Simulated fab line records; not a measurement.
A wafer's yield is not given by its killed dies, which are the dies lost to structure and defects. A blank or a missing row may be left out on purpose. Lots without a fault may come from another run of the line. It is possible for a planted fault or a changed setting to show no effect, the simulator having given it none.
Chamber matching -- flow n5-finfet -- N5_SD_EPI_P_ETCH_36 on rie-diel-03 has 4 sister chambers
The step etches SiARC in CF4, target depth 45.5 nm, time 75.8 s. 18 wafers are shown with their chamber, then 9 later ones without.

## WAFERS WITH THEIR CHAMBER
wafer,chamber,drypump-motor-current-A (A),showerhead-plenum-p-Torr (Torr),etch-rf-on-time-s (s)
L078.1,1,5.1,2.17,75.3
L078.3,3,5.4,2.15,73.8
L078.4,0,6.3,2.11,74.7
L082.2,2,5.8,2.23,77.3
L082.4,1,5.1,2.17,75.1
L082.5,1,5.1,2.17,75.6
L083.2,1,5.1,2.17,75.3
L083.3,3,5.4,2.15,73.9
L083.6,2,5.8,2.22,76.5
L085.1,2,5.8,2.22,76.3
L085.2,3,5.4,2.15,74.7
L085.3,1,5.1,2.17,74.9
L088.2,3,5.4,2.14,74.6
L088.3,0,6.2,2.11,74.1
L088.5,0,6.2,2.11,74.2
L089.3,3,5.4,2.14,74.8
L089.4,1,5.2,2.17,75.6
L089.5,2,5.8,2.22,77.0

SIGNATURES (means of the wafers above)
reading,chamber 0,chamber 1,chamber 2,chamber 3,scatter within a chamber
drypump-motor-current-A,6.233,5.117,5.800,5.400,0.0327
showerhead-plenum-p-Torr,2.1100,2.1700,2.2225,2.1460,0.00373
etch-rf-on-time-s,74.333,75.300,76.775,74.360,0.388
Rule: a wafer lies at a distance from a chamber equal to the root of the sum of squares, over the readings, of (its reading less the chamber's mean, divided by the reading's scatter). The wafer belongs to the nearest chamber; if the next one is less than 2 further off, it can't be placed. The scatter is the square root of a quotient: the sum, over the shown wafers, of each reading's squared deviation from its chamber's mean, divided by wafers minus chambers.

## WAFERS WHOSE CHAMBER IS MISSING
wafer,drypump-motor-current-A (A),showerhead-plenum-p-Torr (Torr),etch-rf-on-time-s (s)
L090.2,5.2,2.17,76.0
L090.3,6.3,2.11,73.8
L090.4,5.4,2.14,74.5
L091.1,5.7,2.22,76.7
L091.3,5.1,2.16,76.1
L091.6,5.8,2.22,76.8
L094.1,6.2,2.11,74.7
L094.2,5.1,2.16,76.3
L094.3,5.5,2.14,75.9

## THE CHAMBER EACH PASSED THROUGH
wafer,from the rows above,in truth
L090.2,1,1
L090.3,0,0
L090.4,3,3
L091.1,2,2
L091.3,1,1
L091.6,2,2
L094.1,0,0
L094.2,1,1
L094.3,3,3
Correct placement for 9 of the 9. Can't be placed from these rows: 0. Wrongly placed: 0.
